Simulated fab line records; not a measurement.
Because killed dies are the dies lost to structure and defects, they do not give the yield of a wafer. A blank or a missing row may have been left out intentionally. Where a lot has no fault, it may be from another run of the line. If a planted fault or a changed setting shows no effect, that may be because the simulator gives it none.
Which of the tools did it?	flow nandHarc	18 wafers from 6 lots sampled at 3 of the route's 1302 steps

== WHAT THE GAUGES READ, wafer by wafer ==
NHARC_A_SOURCE_PLATE_THK_MEAS_06: measures by ellipsometry.
lot	measured	on	thkNm (nm)
L166	day 9 00:02	filmMetro-01	202.5 200.2 201.3
L173	day 12 06:49	filmMetro-02	195.8 195.5 199.0
L175	day 12 16:37	filmMetro-01	272.7 273.0 273.7 272.4 274.4 273.1
L180	day 14 18:12	filmMetro-02	203.1 205.3 203.7
L183	day 16 02:05	filmMetro-02	197.3 196.7 197.3
L184	day 16 22:01	filmMetro-01	202.3 201.2 201.1

== WHAT TOOL EACH LOT RAN ON (gives the tool, then ch and the chambers of the sampled wafers, and finally the start) ==
lot	NHARC_P_BONDPAD_CMP_19	NHARC_A_SOURCE_PLATE_CVD_03
L166	cmp-02 ch 0,1,3, day 8 00:18	lpcvdPoly-04 ch 0, day 8 13:37
L173	cmp-02 ch 2,3, day 11 08:05	lpcvdPoly-02 ch 0, day 11 20:48
L175	cmp-02 ch 0,1, day 11 17:20	lpcvdPoly-04 ch 0, day 12 04:36
L180	cmp-02 ch 0,2,3, day 13 15:20	lpcvdPoly-01 ch 0, day 14 04:23
L183	cmp-04 ch 0,1,2, day 15 02:17	lpcvdPoly-04 ch 0, day 15 15:32
L184	cmp-02 ch 0,3, day 15 23:30	lpcvdPoly-04 ch 0, day 16 11:38
- NHARC_P_BONDPAD_CMP_19: polishes, t overpolish 30 s, cu recess touch 16 s, target thk 160.81 nm.
- NHARC_A_SOURCE_PLATE_CVD_03: deposits poly-Si, target thk 200 nm, time 4000 s.

== THE ANSWER, worked out from the rows above alone ==
Rule: the lots themselves supply what counts as usual. The widest of any qualifying gaps counts: lots, ordered by their means at a reading, are off when they make up no more than a third of the lots, leave a main group of 4 or more, and stand apart from it by 3 or more times the standard deviation of that group's means. The tables above print the reading to a certain number of digits; a main group whose means all agree to those digits is not used. Also off: a lot with no number at a reading for which 4 or more lots have one. All remaining lots with rows at the step are treated as sound.
Off: L175, at NHARC_A_SOURCE_PLATE_THK_MEAS_06 (thkNm). Main group: mean 200.2 nm, sd 2.8.
If a tool, at a process step before that reading, ran all the lots that are off and no sound lot after the first of them, it fits. The gauges at NHARC_A_SOURCE_PLATE_THK_MEAS_06 are tried like those tools. Not one of the candidates tried fits.

== WHAT WAS PUT IN BY THE SIMULATOR ==
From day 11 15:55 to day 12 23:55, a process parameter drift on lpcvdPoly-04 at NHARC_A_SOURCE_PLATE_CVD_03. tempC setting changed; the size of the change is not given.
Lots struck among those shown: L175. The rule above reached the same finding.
